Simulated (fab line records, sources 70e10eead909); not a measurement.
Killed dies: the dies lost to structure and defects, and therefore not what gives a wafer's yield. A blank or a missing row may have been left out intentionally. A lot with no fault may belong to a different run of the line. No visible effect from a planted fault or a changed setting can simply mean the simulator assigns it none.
Shared-tool check + flow nandHarc + 27 wafers sampled across 9 lots

## WHAT PROMPTED THE OPENING
On 3 of the 9 lots, a flag is raised at NHARC_A_CHANNEL_HOLE_D1_CD_MEAS_30 on the reading cdNm. Fault-free wafers read 90.1 nm, with a standard deviation of 1.3.
Rule: a lot gets a flag if all its wafers with a number sit over 4 standard deviations from that mean, or if no wafer of it has a number. The other lots count as sound.

| lot  | measured     | on       | cdNm (nm), wafer by wafer | flag    |
|------|--------------|----------|---------------------------|---------|
| L284 | day 9 07:53  | cdSem-02 | 89.9 90.0 90.0            |         |
| L288 | day 10 13:16 | cdSem-01 | 88.5 90.5 90.2            |         |
| L291 | day 10 19:00 | cdSem-03 | 0.9 -0.8 2.9              | FLAGGED |
| L292 | day 11 02:18 | cdSem-01 | -0.1 1.4 1.2              | FLAGGED |
| L293 | day 11 18:20 | cdSem-01 | -0.5 1.0 0.4              | FLAGGED |
| L301 | day 13 03:17 | cdSem-03 | 90.0 91.6 89.3            |         |
| L302 | day 13 07:28 | cdSem-01 | 92.6 88.1 89.7            |         |
| L303 | day 13 18:04 | cdSem-01 | 88.0 90.8 88.2            |         |
| L304 | day 13 18:22 | cdSem-02 | 92.3 90.9 91.6            |         |
Average over the flagged lots: 0.7 nm; offset from the usual -89.4 nm, equal to -69 standard deviations.

## WHICH TOOL RAN EACH LOT
4 process steps preceding the reading are held in the record, out of 1159 steps in the route. Each cell gives the tool, then ch followed by the chambers the sampled wafers passed through, then the start.
| lot  | flag    | NHARC_A_CHANNEL_HOLE_D1_ETCH_20 | NHARC_A_CHANNEL_HOLE_D1_ETCH_21 | NHARC_A_CHANNEL_HOLE_D1_ETCH_23 | NHARC_A_CHANNEL_HOLE_D1_ETCH_44   |
|------|---------|---------------------------------|---------------------------------|---------------------------------|-----------------------------------|
| L284 |         | harEtch-01 ch 0,1, day 9 02:19  | harEtch-01 ch 0,1, day 9 02:37  | harEtch-01 ch 0,1, day 9 03:38  | rieDiel-01 ch 1,3, day 9 06:59    |
| L288 |         | harEtch-01 ch 0,1, day 10 07:19 | harEtch-01 ch 0,1, day 10 07:39 | harEtch-01 ch 0,1, day 10 09:10 | rieDiel-08 ch 0,1,2, day 10 12:28 |
| L291 | FLAGGED | harEtch-01 ch 0,1, day 10 13:35 | harEtch-01 ch 0,1, day 10 13:54 | harEtch-01 ch 0,1, day 10 14:55 | rieDiel-09 ch 0,2,3, day 10 18:12 |
| L292 | FLAGGED | harEtch-01 ch 0,1, day 10 20:54 | harEtch-01 ch 0,1, day 10 21:13 | harEtch-01 ch 0,1, day 10 22:13 | rieDiel-08 ch 0,1,3, day 11 01:31 |
| L293 | FLAGGED | harEtch-01 ch 0,1, day 11 12:56 | harEtch-01 ch 0,1, day 11 13:15 | harEtch-01 ch 0,1, day 11 14:15 | rieDiel-08 ch 0,1,3, day 11 17:32 |
| L301 |         | harEtch-02 ch 1, day 12 21:53   | harEtch-02 ch 1, day 12 22:13   | harEtch-02 ch 1, day 12 23:13   | rieDiel-08 ch 0,3, day 13 02:29   |
| L302 |         | harEtch-02 ch 0,1, day 13 02:02 | harEtch-02 ch 0,1, day 13 02:21 | harEtch-02 ch 0,1, day 13 03:22 | rieDiel-01 ch 0,1, day 13 06:40   |
| L303 |         | harEtch-01 ch 0,1, day 13 12:40 | harEtch-01 ch 0,1, day 13 12:58 | harEtch-01 ch 0,1, day 13 13:59 | rieDiel-09 ch 0,2,3, day 13 17:16 |
| L304 |         | harEtch-02 ch 0,1, day 13 13:07 | harEtch-02 ch 0,1, day 13 13:30 | harEtch-02 ch 0,1, day 13 14:38 | rieDiel-01 ch 0,3, day 13 17:34   |
What is done by these steps:
- NHARC_A_CHANNEL_HOLE_D1_ETCH_20: etches the open film in C4F8/O2/Ar, time 361.9 s, target depth 1600 nm.
- NHARC_A_CHANNEL_HOLE_D1_ETCH_21: etches the open film in C4F8/O2/Ar, time 514.3 s, target depth 1600 nm.
- NHARC_A_CHANNEL_HOLE_D1_ETCH_23: etches the open film in C4F8/O2/Ar, time 819 s, target depth 1600 nm.
- NHARC_A_CHANNEL_HOLE_D1_ETCH_44: etches the open film in CF4/O2, target depth 140 nm, overetch 14 nm, time 77 s.
- NHARC_A_CHANNEL_HOLE_D1_CD_MEAS_30

## FLAGGED AGAINST TOTAL, ONE TOOL AT A TIME (gauges that did the reading follow at the end)
| step                               | tool       | lots run | flagged | share of the flagged lots | sound lots run after its first flagged lot |
|------------------------------------|------------|----------|---------|---------------------------|--------------------------------------------|
| NHARC_A_CHANNEL_HOLE_D1_ETCH_20    | harEtch-01 | 6        | 3       | all                       | 1 (L303)                                   |
| NHARC_A_CHANNEL_HOLE_D1_ETCH_20    | harEtch-02 | 3        | 0       | none                      | -                                          |
| NHARC_A_CHANNEL_HOLE_D1_ETCH_21    | harEtch-01 | 6        | 3       | all                       | 1 (L303)                                   |
| NHARC_A_CHANNEL_HOLE_D1_ETCH_21    | harEtch-02 | 3        | 0       | none                      | -                                          |
| NHARC_A_CHANNEL_HOLE_D1_ETCH_23    | harEtch-01 | 6        | 3       | all                       | 1 (L303)                                   |
| NHARC_A_CHANNEL_HOLE_D1_ETCH_23    | harEtch-02 | 3        | 0       | none                      | -                                          |
| NHARC_A_CHANNEL_HOLE_D1_ETCH_44    | rieDiel-01 | 3        | 0       | none                      | -                                          |
| NHARC_A_CHANNEL_HOLE_D1_ETCH_44    | rieDiel-08 | 4        | 2       | some                      | 1 (L301)                                   |
| NHARC_A_CHANNEL_HOLE_D1_ETCH_44    | rieDiel-09 | 2        | 1       | some                      | 1 (L303)                                   |
| NHARC_A_CHANNEL_HOLE_D1_CD_MEAS_30 | cdSem-01   | 5        | 2       | some                      | 2 (L302,L303)                              |
| NHARC_A_CHANNEL_HOLE_D1_CD_MEAS_30 | cdSem-02   | 2        | 0       | none                      | -                                          |
| NHARC_A_CHANNEL_HOLE_D1_CD_MEAS_30 | cdSem-03   | 2        | 1       | some                      | 1 (L301)                                   |

## WHAT THE TABLE ALLOWS
3 rows of the table ran every flagged lot: harEtch-01 at NHARC_A_CHANNEL_HOLE_D1_ETCH_20, harEtch-01 at NHARC_A_CHANNEL_HOLE_D1_ETCH_21, harEtch-01 at NHARC_A_CHANNEL_HOLE_D1_ETCH_23.
- harEtch-01 at NHARC_A_CHANNEL_HOLE_D1_ETCH_20: 3 of its 6 lots flagged. Lots that were sound ran on it after the first flagged one (L303); a persistent fault on the entire tool would not allow that.
- harEtch-01 at NHARC_A_CHANNEL_HOLE_D1_ETCH_21: 3 of its 6 lots flagged. Lots that were sound ran on it after the first flagged one (L303); a persistent fault on the entire tool would not allow that. On the flagged lots its readings are blank where sound lots have values: c4f8FlowSccm, chamberPressureMTorr, drypumpMotorCurrentA, mfcArSccm and 2 more.
- harEtch-01 at NHARC_A_CHANNEL_HOLE_D1_ETCH_23: 3 of its 6 lots flagged. Lots that were sound ran on it after the first flagged one (L303); a persistent fault on the entire tool would not allow that.
Every row of the table either missed a flagged lot or ran a sound lot after the first.

## WHAT THE SIMULATOR HAD PUT IN
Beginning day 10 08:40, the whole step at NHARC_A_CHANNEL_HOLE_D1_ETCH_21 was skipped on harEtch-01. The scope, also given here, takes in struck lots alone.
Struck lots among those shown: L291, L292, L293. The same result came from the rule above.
